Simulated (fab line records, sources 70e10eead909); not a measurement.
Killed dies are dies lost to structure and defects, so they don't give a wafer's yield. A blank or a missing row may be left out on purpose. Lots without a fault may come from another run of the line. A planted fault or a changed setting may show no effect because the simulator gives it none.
Problem report in the 8D (eight disciplines) form, filled by code | flow nand_harc | the parts of the form that need people (team, actions taken, sign-off) are left out

1. THE PROBLEM
killed_at_periphery at NHARC_END_SORT_01 reads a mean of 77.0 on 1 wafer of 1 lot; wafers without a fault read 2.7 with a standard deviation of 1.9. That is +39 standard deviations from the usual mean.
First seen on wafer L369.2, day 23 10:55, on prober-02. The record holds 1 wafer of 1 lot with a number at this step. Rule for "out", or "out of limits": more than 4 standard deviations from the usual mean. The other wafers with a number count as sound.

2. WHAT IT IS AND WHAT IT IS NOT
question                    | is                               | is not
which readings at this step | killed_at_periphery, killed_dies | killed_at_array, killed_at_other, killed_open, killed_short
which lots                  | L369                             | -
which wafers of those lots  | all that have a number           | -
read on which gauges        | prober-02                        | -
when                        | from day 23 10:55                | up to then (0 sound wafers)

3. SUSPECTS, AND WHAT RULES EACH OUT
Counting: a tool at a process step up to the reading stays a suspect if it ran every lot that is out and no sound lot after the first of them.
- the gauge at NHARC_END_SORT_01: kept. All the wafers that are out were read on prober-02, and no step on other tools shows them out.
- rtp_anneal-01 at NHARC_P_GATE_RTA_82 (time 30 s): kept. It ran the lot that is out, L369 (day 8 23:56), and no sound lot after that.
- rie_diel-06 at NHARC_P_CONTACT_ETCH_18 (etches the open film in C4F8/O2/Ar, target depth 481 nm, time 240.5 s): kept. It ran the lot that is out, L369 (day 9 02:52), and no sound lot after that. NHARC_P_CONTACT_ETCH_18 gives no start for some lots, so the hours and the order of its lots are those of NHARC_P_CONTACT_STRIP_28.
- rie_diel-05 at NHARC_P_CONTACT_STRIP_28 (strips in O2): kept. It ran the lot that is out, L369 (day 9 02:52), and no sound lot after that.
- ald_metal-03 at NHARC_P_CONTACT_ALD_22 (deposits TiN, target thk 3 nm, pulse time 1 s, ald cycles 150): kept. It ran the lot that is out, L369 (day 9 03:46), and no sound lot after that.
Left after counting: rtp_anneal-01 at NHARC_P_GATE_RTA_82, rie_diel-06 at NHARC_P_CONTACT_ETCH_18, rie_diel-05 at NHARC_P_CONTACT_STRIP_28, ald_metal-03 at NHARC_P_CONTACT_ALD_22, prober-02 at NHARC_END_SORT_01.

4. THE CAUSE (what the simulator had put in)
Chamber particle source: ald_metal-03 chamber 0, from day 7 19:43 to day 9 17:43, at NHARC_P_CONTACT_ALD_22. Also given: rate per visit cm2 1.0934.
Counting left 5 suspects, and this tool is among them.

5. THE CHAIN OF EFFECTS, in route order
Each row: a reading whose mean over the struck wafers that have a number lies more than 3 standard deviations from the usual. Only readings for which the record gives a usual standard deviation are gone through. hours: the time from each lot's start at the first step in this table that gives one to its start at this step, as a median over the lots. sigmas: the change in usual standard deviations.
hours | step              | reading             | usual | on struck wafers | change | sigmas
0     | NHARC_END_SORT_01 | killed_at_periphery | 2.7   | 77.0             | +74.3  | +39
0     | NHARC_END_SORT_01 | killed_dies         | 32    | 97               | +65    | +5.4

6. WHAT WOULD HAVE CAUGHT IT SOONER
In this record the first reading out of limits at a measuring or inspecting step was taken at day 23 10:55, 375 hours after the fault began at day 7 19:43.
Of the tool readings at NHARC_P_CONTACT_ALD_22 for which the record gives a usual standard deviation, none was out on any struck wafer, so an alarm limit of 4 standard deviations on them would not have fired.
All the lots that are out (1) had begun NHARC_P_CONTACT_ALD_22 on ald_metal-03 by day 23 10:55. A hold on the tool at that time would have spared none of them.
